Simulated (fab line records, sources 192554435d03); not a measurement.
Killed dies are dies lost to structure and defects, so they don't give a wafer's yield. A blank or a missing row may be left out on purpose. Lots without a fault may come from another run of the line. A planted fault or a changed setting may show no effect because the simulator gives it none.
Problem report in the 8D (eight disciplines) form, filled by code | flow n5_finfet | the parts of the form that need people (team, actions taken, sign-off) are left out

1. THE PROBLEM
etch_rf_on_time_s at N5_SDB_ETCH_17 reads a mean of 25.7 s on 4 wafers of 3 lots; wafers without a fault read 39.2 s with a standard deviation of 0.51. That is -27 standard deviations from the usual mean.
The step: etches SiARC in CF4, target depth 23.4 nm, time 39 s.
First seen on wafer L614.5, day 7 04:41, on rie_diel-05. The record holds 30 wafers of 11 lots with a number at this step. Rule for "out", or "out of limits": more than 4 standard deviations from the usual mean. The other wafers with a number count as sound.

2. WHAT IT IS AND WHAT IT IS NOT
question                    | is                             | is not
which readings at this step | etch_rf_on_time_s              | drypump_motor_current_A, rf_vpp_V, showerhead_plenum_p_Torr, throttle_valve_pct
which lots                  | L614, L615, L616               | L602, L603, L604, L605, L606, L617, L618, L622
which wafers of those lots  | L614.5, L615.1, L616.1, L616.5 | L614.3, L615.3
read on which tools         | rie_diel-05                    | rie_diel-01, rie_diel-06
when                        | from day 7 04:41               | up to then (16 sound wafers); but 10 sound wafers of L615, L617, L618, L622 came after

3. SUSPECTS, AND WHAT RULES EACH OUT
Counting: a tool at a process step up to the reading stays a suspect if it ran every lot that is out. Sound lots after the first of them don't rule it out here, since some wafers of a struck lot are sound.
- rie_diel-05 at N5_SDB_ETCH_17 (etches SiARC in CF4, target depth 23.4 nm, time 39 s): kept. It ran every lot that is out, first L614 (day 7 04:41); its last sound lot up to then is L606 (day 5 11:06). Its own readings are out on those wafers: etch_rf_on_time_s.
Left after counting: rie_diel-05 at N5_SDB_ETCH_17.

4. THE CAUSE (what the simulator had put in)
Process parameter drift: rie_diel-05, from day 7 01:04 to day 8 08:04, at N5_SDB_ETCH_17. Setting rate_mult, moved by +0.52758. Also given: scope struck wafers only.
Counting left only this tool.

5. THE CHAIN OF EFFECTS, in route order
Each row: a reading whose mean over the struck wafers that have a number lies more than 3 standard deviations from the usual. Only readings for which the record gives a usual standard deviation are gone through. hours: the time from each lot's start at the first step in this table that gives one to its start at this step, as a median over the lots. sigmas: the change in usual standard deviations.
hours | step           | reading           | usual  | on struck wafers | change | sigmas
0     | N5_SDB_ETCH_17 | etch_rf_on_time_s | 39.2 s | 25.7             | -13.5  | -27
The process steps in it:
- N5_SDB_ETCH_17: etches SiARC in CF4, target depth 23.4 nm, time 39 s.
Later measuring or inspecting steps at which every struck wafer that the step has a row for has a number for every such reading, and none has moved that far: N5_BEOL_M4_RC_MEAS_101.

6. WHAT WOULD HAVE CAUGHT IT SOONER
In this record the first reading out of limits was taken at day 7 04:41, 4 hours after the fault began at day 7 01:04.
